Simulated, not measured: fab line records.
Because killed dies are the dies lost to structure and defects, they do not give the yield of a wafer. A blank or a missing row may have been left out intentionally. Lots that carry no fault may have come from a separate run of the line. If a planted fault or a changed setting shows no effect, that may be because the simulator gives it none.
Split-lot experiment || flow n5Finfet || 39 wafers read across 7 lots, on a route 1938 steps long

SPLIT DETAILS
At N5_BEOL_M1_HM_DEP_02 (deposits TiN, target thk 20 nm), the setting targetThkA was moved away from the recipe's 200 angstrom on 9 of the 39 wafers read, by -38.4% to +53.6%. This setting was run at the recipe's value on the other wafers.

FROM THE SPLIT TO THE READING: what the file shows between them, 4 steps
- N5_BEOL_M1_COAT_61: time 60 s, resist thk 60 nm
- N5_BEOL_M1_COAT_62: time 60 s, resist thk 12 nm
- N5_BEOL_M1_STRIP_75: strips in N2/H2
- N5_BEOL_M1_STRIP_66: strips in CF4

THE READING
etch.depthNm (the simulator's own value, which no gauge read), in nm, at N5_BEOL_M1_HM_OPEN_17 (chemistry Cl2/BCl3, target TiN, target depth 20 nm, overetch 6 nm). The file gives no usual value for it. Here, 30 wafers ran the recipe; their average is 19.85 nm with a standard deviation of 0.2 nm.

{"wafer": "L078.1", "tool, chamber at the split": "pvdSputter-02, -", "targetThkA as run, angstrom": 200, "against the recipe": "recipe", "etch.depthNm, nm": 20.16, "against lot-mates on the recipe": "-"}
{"wafer": "L078.2", "tool, chamber at the split": "pvdSputter-02, -", "targetThkA as run, angstrom": 200, "against the recipe": "recipe", "etch.depthNm, nm": 20.06, "against lot-mates on the recipe": "-"}
{"wafer": "L078.3", "tool, chamber at the split": "pvdSputter-02, -", "targetThkA as run, angstrom": 200, "against the recipe": "recipe", "etch.depthNm, nm": 19.92, "against lot-mates on the recipe": "-"}
{"wafer": "L078.4", "tool, chamber at the split": "pvdSputter-02, -", "targetThkA as run, angstrom": 200, "against the recipe": "recipe", "etch.depthNm, nm": 19.84, "against lot-mates on the recipe": "-"}
{"wafer": "L078.5", "tool, chamber at the split": "pvdSputter-02, -", "targetThkA as run, angstrom": 200, "against the recipe": "recipe", "etch.depthNm, nm": 20.01, "against lot-mates on the recipe": "-"}
{"wafer": "L078.6", "tool, chamber at the split": "pvdSputter-02, -", "targetThkA as run, angstrom": 200, "against the recipe": "recipe", "etch.depthNm, nm": 20.08, "against lot-mates on the recipe": "-"}
{"wafer": "L083.1", "tool, chamber at the split": "pvdSputter-03, -", "targetThkA as run, angstrom": 200, "against the recipe": "recipe", "etch.depthNm, nm": 19.67, "against lot-mates on the recipe": "-"}
{"wafer": "L083.3", "tool, chamber at the split": "pvdSputter-03, -", "targetThkA as run, angstrom": 200, "against the recipe": "recipe", "etch.depthNm, nm": 19.69, "against lot-mates on the recipe": "-"}
{"wafer": "L083.4", "tool, chamber at the split": "pvdSputter-03, -", "targetThkA as run, angstrom": 200, "against the recipe": "recipe", "etch.depthNm, nm": 19.88, "against lot-mates on the recipe": "-"}
{"wafer": "L084.1", "tool, chamber at the split": "pvdSputter-03, -", "targetThkA as run, angstrom": 200, "against the recipe": "recipe", "etch.depthNm, nm": 19.7, "against lot-mates on the recipe": "-"}
{"wafer": "L084.2", "tool, chamber at the split": "pvdSputter-03, -", "targetThkA as run, angstrom": 200, "against the recipe": "recipe", "etch.depthNm, nm": 19.93, "against lot-mates on the recipe": "-"}
{"wafer": "L084.3", "tool, chamber at the split": "pvdSputter-03, -", "targetThkA as run, angstrom": 200, "against the recipe": "recipe", "etch.depthNm, nm": 19.8, "against lot-mates on the recipe": "-"}
{"wafer": "L084.4", "tool, chamber at the split": "pvdSputter-03, -", "targetThkA as run, angstrom": 200, "against the recipe": "recipe", "etch.depthNm, nm": 20.17, "against lot-mates on the recipe": "-"}
{"wafer": "L084.5", "tool, chamber at the split": "pvdSputter-03, -", "targetThkA as run, angstrom": 200, "against the recipe": "recipe", "etch.depthNm, nm": 19.75, "against lot-mates on the recipe": "-"}
{"wafer": "L084.6", "tool, chamber at the split": "pvdSputter-03, -", "targetThkA as run, angstrom": 200, "against the recipe": "recipe", "etch.depthNm, nm": 20.15, "against lot-mates on the recipe": "-"}
{"wafer": "L086.1", "tool, chamber at the split": "pvdSputter-01, -", "targetThkA as run, angstrom": 123.2, "against the recipe": "-38.4%", "etch.depthNm, nm": 12.12, "against lot-mates on the recipe": -7.75}
{"wafer": "L086.2", "tool, chamber at the split": "pvdSputter-01, -", "targetThkA as run, angstrom": 200, "against the recipe": "recipe", "etch.depthNm, nm": 19.8, "against lot-mates on the recipe": "-"}
{"wafer": "L086.4", "tool, chamber at the split": "pvdSputter-01, -", "targetThkA as run, angstrom": 200, "against the recipe": "recipe", "etch.depthNm, nm": 19.8, "against lot-mates on the recipe": "-"}
{"wafer": "L086.3", "tool, chamber at the split": "pvdSputter-01, -", "targetThkA as run, angstrom": 123.2, "against the recipe": "-38.4%", "etch.depthNm, nm": 12.49, "against lot-mates on the recipe": -7.38}
{"wafer": "L086.6", "tool, chamber at the split": "pvdSputter-01, -", "targetThkA as run, angstrom": 123.2, "against the recipe": "-38.4%", "etch.depthNm, nm": 12.49, "against lot-mates on the recipe": -7.38}
{"wafer": "L086.5", "tool, chamber at the split": "pvdSputter-01, -", "targetThkA as run, angstrom": 200, "against the recipe": "recipe", "etch.depthNm, nm": 20.01, "against lot-mates on the recipe": "-"}
{"wafer": "L091.1", "tool, chamber at the split": "pvdSputter-03, -", "targetThkA as run, angstrom": 307.1, "against the recipe": "+53.6%", "etch.depthNm, nm": 25.6, "against lot-mates on the recipe": "+5.92"}
{"wafer": "L091.2", "tool, chamber at the split": "pvdSputter-03, -", "targetThkA as run, angstrom": 200, "against the recipe": "recipe", "etch.depthNm, nm": 19.73, "against lot-mates on the recipe": "-"}
{"wafer": "L091.3", "tool, chamber at the split": "pvdSputter-03, -", "targetThkA as run, angstrom": 307.1, "against the recipe": "+53.6%", "etch.depthNm, nm": 26.55, "against lot-mates on the recipe": "+6.87"}
{"wafer": "L091.4", "tool, chamber at the split": "pvdSputter-03, -", "targetThkA as run, angstrom": 200, "against the recipe": "recipe", "etch.depthNm, nm": 19.79, "against lot-mates on the recipe": "-"}
{"wafer": "L091.5", "tool, chamber at the split": "pvdSputter-03, -", "targetThkA as run, angstrom": 200, "against the recipe": "recipe", "etch.depthNm, nm": 19.53, "against lot-mates on the recipe": "-"}
{"wafer": "L091.6", "tool, chamber at the split": "pvdSputter-03, -", "targetThkA as run, angstrom": 307.1, "against the recipe": "+53.6%", "etch.depthNm, nm": 26.31, "against lot-mates on the recipe": "+6.63"}
{"wafer": "L094.1", "tool, chamber at the split": "pvdSputter-03, -", "targetThkA as run, angstrom": 200, "against the recipe": "recipe", "etch.depthNm, nm": 19.89, "against lot-mates on the recipe": "-"}
{"wafer": "L094.2", "tool, chamber at the split": "pvdSputter-03, -", "targetThkA as run, angstrom": 200, "against the recipe": "recipe", "etch.depthNm, nm": 19.53, "against lot-mates on the recipe": "-"}
{"wafer": "L094.3", "tool, chamber at the split": "pvdSputter-03, -", "targetThkA as run, angstrom": 200, "against the recipe": "recipe", "etch.depthNm, nm": 19.73, "against lot-mates on the recipe": "-"}
{"wafer": "L094.4", "tool, chamber at the split": "pvdSputter-03, -", "targetThkA as run, angstrom": 200, "against the recipe": "recipe", "etch.depthNm, nm": 20.07, "against lot-mates on the recipe": "-"}
{"wafer": "L094.5", "tool, chamber at the split": "pvdSputter-03, -", "targetThkA as run, angstrom": 200, "against the recipe": "recipe", "etch.depthNm, nm": 19.6, "against lot-mates on the recipe": "-"}
{"wafer": "L094.6", "tool, chamber at the split": "pvdSputter-03, -", "targetThkA as run, angstrom": 200, "against the recipe": "recipe", "etch.depthNm, nm": 20.2, "against lot-mates on the recipe": "-"}
{"wafer": "L097.1", "tool, chamber at the split": "pvdSputter-03, -", "targetThkA as run, angstrom": 200, "against the recipe": "recipe", "etch.depthNm, nm": 19.68, "against lot-mates on the recipe": "-"}
{"wafer": "L097.2", "tool, chamber at the split": "pvdSputter-03, -", "targetThkA as run, angstrom": 200, "against the recipe": "recipe", "etch.depthNm, nm": 19.49, "against lot-mates on the recipe": "-"}
{"wafer": "L097.3", "tool, chamber at the split": "pvdSputter-03, -", "targetThkA as run, angstrom": 269, "against the recipe": "+34.5%", "etch.depthNm, nm": 24.97, "against lot-mates on the recipe": "+5.27"}
{"wafer": "L097.4", "tool, chamber at the split": "pvdSputter-03, -", "targetThkA as run, angstrom": 200, "against the recipe": "recipe", "etch.depthNm, nm": 19.93, "against lot-mates on the recipe": "-"}
{"wafer": "L097.5", "tool, chamber at the split": "pvdSputter-03, -", "targetThkA as run, angstrom": 269, "against the recipe": "+34.5%", "etch.depthNm, nm": 25.06, "against lot-mates on the recipe": "+5.36"}
{"wafer": "L097.6", "tool, chamber at the split": "pvdSputter-03, -", "targetThkA as run, angstrom": 269, "against the recipe": "+34.5%", "etch.depthNm, nm": 25.32, "against lot-mates on the recipe": "+5.62"}

THE FIT
A straight line over all 39 wafers: etch.depthNm changes by +0.148 nm for each +1% of targetThkA; r = +0.98; the points scatter about the line by 0.68 nm.
The same after taking each lot's own level away (the mean of its wafers on the recipe; 39 wafers): +0.151 nm for each +1%; r = +0.98; scatter 0.66 nm.
Per that fit: largest targetThkA move, reading shift of 8.1 nm.
The span of the lots' own levels, 19.683 to 20.012 nm, comes to 1.7 times the standard deviation stated above.
Hence the lot-to-lot level has little effect on the slope; both slopes agree.
Check: for one of the wafers moved furthest among these (+53.6%), held out of the fit, the line's prediction against its lot-mates is +8.25 nm. Against them it came out at +5.92 nm.

THE WHOLE CHAIN: every reading that the file lists as answering this split, in the file's order
{"step": "N5_BEOL_M1_HM_DEP_02", "what it does": "deposits TiN, target thk 20 nm", "reading": "TiN_of_BEOL_M1_HM_DEP_02.thkNm (the simulator's own value, which no gauge read)", "change (the file's fit)": "+0.2 nm for each +1% of the setting", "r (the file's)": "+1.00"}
{"step": "N5_BEOL_M1_HM_OPEN_17", "what it does": "chemistry Cl2/BCl3, target TiN, target depth 20 nm, overetch 6 nm", "reading": "etch.depthNm (the simulator's own value, which no gauge read)", "change (the file's fit)": "+0.148 nm for each +1% of the setting", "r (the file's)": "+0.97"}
{"step": "N5_BEOL_M1_OCD_MEAS_38", "what it does": "", "reading": "trenchDepthNm", "change (the file's fit)": "not straight: 57.0 at the lowest setting, 55.4 at the recipe, 2.1 at the highest", "r (the file's)": "not given"}

FILE'S OWN FIT
etch.depthNm changes by +0.148 nm for each +1% of targetThkA, r = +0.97.
